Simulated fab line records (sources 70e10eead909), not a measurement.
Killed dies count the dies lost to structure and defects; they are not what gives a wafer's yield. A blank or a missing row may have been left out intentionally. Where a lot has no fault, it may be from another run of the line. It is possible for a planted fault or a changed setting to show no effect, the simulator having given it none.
Which of the tools did it? ; flow nand_harc ; 14 lots, 42 wafers sampled, at 4 steps of a route of 1302

## WHAT EACH GAUGE READ, for each wafer
The record lacks any reading of a measuring or inspecting step that a usual standard deviation could be used to judge.

## WHAT TOOL EACH LOT RAN ON (gives the tool, then ch and the chambers of the sampled wafers, and finally the start)
lot;NHARC_A_BLC_STRIP_29;NHARC_A_BLC_CVD_24;NHARC_A_M0_PVD_20;NHARC_A_M1_DESCUM_14
L695;rie_diel-06 ch 0,1,2, day 23 03:40;cvd_w-02 ch 0,1, day 23 07:47 or earlier;pvd_sputter-02, day 23 07:47;rie_diel-05 ch 0,1,3, day 23 10:49
L696;rie_diel-07 ch 1,2,3, day 23 10:48;cvd_w-02 ch 0,1, day 23 14:53 or earlier;pvd_sputter-02, day 23 14:53;rie_diel-05 ch 0,1, day 23 17:57
L697;rie_diel-06 ch 1,2, day 23 11:32;cvd_w-01 ch 0, day 23 16:09 or earlier;pvd_sputter-02, day 23 16:09;rie_diel-05 ch 0,2,3, day 23 19:02
L699;rie_diel-07 ch 0,2, day 24 07:56;cvd_w-01 ch 0, day 24 12:23 or earlier;pvd_sputter-02, day 24 12:23;rie_diel-05 ch 0,1,2, day 24 15:25
L701;rie_diel-06 ch 0,1,3, day 25 02:53;cvd_w-02 ch 0, day 25 06:53 or earlier;pvd_sputter-03, day 25 06:53;rie_diel-08 ch 0,2, day 25 09:54
L702;rie_diel-06 ch 0,2, day 26 11:54;cvd_w-01 ch 0,1, day 26 15:57 or earlier;pvd_sputter-02, day 26 15:57;rie_diel-05 ch 0,1,2, day 26 18:59
L704;rie_diel-07 ch 0,2,3, day 26 13:17;cvd_w-02 ch 0,1, day 26 17:19 or earlier;pvd_sputter-01, day 26 17:19;rie_diel-08 ch 1,2, day 26 20:21
L703;rie_diel-07 ch 0,1, day 26 17:45;cvd_w-02 ch 0,1, day 26 21:41 or earlier;pvd_sputter-01, day 26 21:41;rie_diel-05 ch 1,2,3, day 27 00:49
L705;rie_diel-03 ch 0,2,3, day 27 02:59;cvd_w-01 ch 0,1, day 27 06:56 or earlier;pvd_sputter-01, day 27 06:56;rie_diel-12 ch 1,2, day 27 09:57
L710;rie_diel-06 ch 0,1, day 28 22:57;cvd_w-02 ch 0, day 29 03:08 or earlier;pvd_sputter-01, day 29 03:08;rie_diel-12 ch 0,1, day 29 06:07
L711;rie_diel-06 ch 0,3, day 30 02:59;cvd_w-01 ch 0,1, day 30 07:01 or earlier;pvd_sputter-02, day 30 07:01;-
L713;rie_diel-07 ch 0,1,3, day 30 06:39;cvd_w-01 ch 0, day 30 10:40 or earlier;pvd_sputter-03, day 30 10:40;-
L716;rie_diel-06 ch 0,2,3, day 31 22:53;cvd_w-02 ch 0,1, day 32 02:55 or earlier;pvd_sputter-01, day 32 02:55;rie_diel-08 ch 1,2,3, day 32 06:00
L717;rie_diel-07 ch 1,2, day 32 08:52;cvd_w-01 ch 0,1, day 32 13:05 or earlier;pvd_sputter-02, day 32 13:05;rie_diel-05 ch 1,3, day 32 16:05
- NHARC_A_BLC_STRIP_29: strips in CF4.
- NHARC_A_BLC_CVD_24: deposits W, target thk 150 nm, time 434 s.
- NHARC_A_M0_PVD_20: deposits TaN, target thk 5 nm, time 8.06 s.
- NHARC_A_M1_DESCUM_14: chemistry O2, time 3 s.

## AS READ BY THE TOOLS THEMSELVES (means over the sampled wafers that have a number; for cases with no such wafer, the mark the record gives instead)
NHARC_A_BLC_STRIP_29.
lot;tool;cf4_flow_sccm (sccm);chamber_pressure_mTorr (mTorr);drypump_motor_current_A (A);oes_product_au (a.u.);rf_vpp_V (V);showerhead_plenum_p_Torr (Torr);throttle_valve_pct (%)
L695;rie_diel-06;150.0;50.01;5.5;0.994;58.9;1.79;13.285
L696;rie_diel-07;150.2;50.04;6.0;0.999;58.7;1.74;13.282
L697;rie_diel-06;150.1;50.02;5.2;0.996;58.4;1.72;13.278
L699;rie_diel-07;150.1;49.98;6.0;0.979;58.9;1.70;13.285
L701;rie_diel-06;150.4;49.97;5.5;1.000;59.0;1.82;13.279
L702;rie_diel-06;149.7;50.01;5.8;0.989;59.8;1.82;13.282
L704;rie_diel-07;150.0;49.97;5.7;1.001;59.3;1.70;13.283
L703;rie_diel-07;150.0;49.93;6.1;0.999;59.1;1.75;13.288
L705;rie_diel-03;150.3;49.99;5.7;0.998;58.2;1.75;13.286
L710;rie_diel-06;150.2;49.97;5.2;0.983;60.1;1.75;13.283
L711;rie_diel-06;149.8;49.99;5.9;0.984;59.7;1.89;13.283
L713;rie_diel-07;149.8;50.01;5.7;1.008;59.2;1.73;13.283
L716;rie_diel-06;150.2;49.98;5.8;0.985;59.6;1.85;13.279
L717;rie_diel-07;149.8;49.95;6.4;1.007;59.1;1.74;13.287

NHARC_A_BLC_CVD_24.
lot;tool;heater_power_w (W);throttle_valve_pct (%)
L695;cvd_w-02;503;7.92
L696;cvd_w-02;500;8.01
L697;cvd_w-01;451;7.74
L699;cvd_w-01;454;7.88
L701;cvd_w-02;493;7.98
L702;cvd_w-01;480;8.03
L704;cvd_w-02;502;8.04
L703;cvd_w-02;507;8.06
L705;cvd_w-01;488;8.26
L710;cvd_w-02;468;8.03
L711;cvd_w-01;491;8.34
L713;cvd_w-01;458;7.78
L716;cvd_w-02;491;7.85
L717;cvd_w-01;494;8.09

NHARC_A_M0_PVD_20.
lot;tool;bias_v (V);cathode_dc_power_W (W);throttle_valve_pct (%)
L695;pvd_sputter-02;169.5;15003;30.4
L696;pvd_sputter-02;166.7;15001;30.7
L697;pvd_sputter-02;168.5;15000;30.6
L699;pvd_sputter-02;167.0;15001;30.3
L701;pvd_sputter-03;168.6;15003;29.9
L702;pvd_sputter-02;166.9;14997;30.6
L704;pvd_sputter-01;165.9;15000;31.7
L703;pvd_sputter-01;169.0;15001;30.6
L705;pvd_sputter-01;166.2;15000;31.7
L710;pvd_sputter-01;169.1;15000;30.6
L711;pvd_sputter-02;-;-;-
L713;pvd_sputter-03;-;-;-
L716;pvd_sputter-01;169.6;15001;30.7
L717;pvd_sputter-02;169.0;15001;30.5

NHARC_A_M1_DESCUM_14.
lot;tool;chamber_pressure_mTorr (mTorr);drypump_motor_current_A (A);oes_product_au (a.u.);rf_vpp_V (V);showerhead_plenum_p_Torr (Torr);throttle_valve_pct (%)
L695;rie_diel-05;59.94;5.6;0.996;57.2;1.83;11.306
L696;rie_diel-05;59.98;5.5;0.994;57.3;1.86;11.305
L697;rie_diel-05;60.01;5.8;0.996;57.7;1.85;11.315
L699;rie_diel-05;59.99;5.7;0.994;57.5;1.87;11.309
L701;rie_diel-08;59.99;5.9;1.000;57.6;1.94;11.314
L702;rie_diel-05;60.01;5.7;1.003;57.6;1.87;11.322
L704;rie_diel-08;60.04;5.4;1.000;57.9;1.90;11.323
L703;rie_diel-05;60.03;5.9;1.002;57.7;1.89;11.312
L705;rie_diel-12;59.96;5.7;0.997;57.6;1.88;11.316
L710;rie_diel-12;59.95;5.6;0.995;58.4;1.82;11.311
L716;rie_diel-08;60.01;5.8;0.976;57.5;1.92;11.314
L717;rie_diel-05;59.99;5.7;1.002;57.5;1.87;11.308

## THE ANSWER, worked out from the rows above alone
Rule: the lots themselves supply what counts as usual. Put in order of their means at a reading, lots are off if they are a third of the lots or fewer, leave a main group of 4 or more, and stand apart from it by a gap of 3 or more times the standard deviation of the main group's means; of several such gaps the widest counts. The tables above print the reading to a certain number of digits; a main group whose means all agree to those digits is not used. A lot without any number at a reading at which 4 lots or more have one is off too. Where the step has rows for the other lots, those lots are counted as sound. The gauges are gone through in route order, then the tools' own readings, and for those a lot's mean is taken as printed above. The first step at which some lot is off is used, and at that step the reading that is off furthest; a lot without a number counts as furthest.
Off, at NHARC_A_M0_PVD_20 on bias_v: L711, L713. Without a number there: L711, L713. For the main group the mean is 168.0 V and the standard deviation 1.3.
A tool fits if, at that step or a process step before it, it ran every lot that is off, and no sound lot after the first of them. With no start given for some of its lots, NHARC_A_BLC_CVD_24 uses the hours and lot order of NHARC_A_M0_PVD_20. Not one of the candidates tried fits.

## WHAT THE SIMULATOR PUT IN
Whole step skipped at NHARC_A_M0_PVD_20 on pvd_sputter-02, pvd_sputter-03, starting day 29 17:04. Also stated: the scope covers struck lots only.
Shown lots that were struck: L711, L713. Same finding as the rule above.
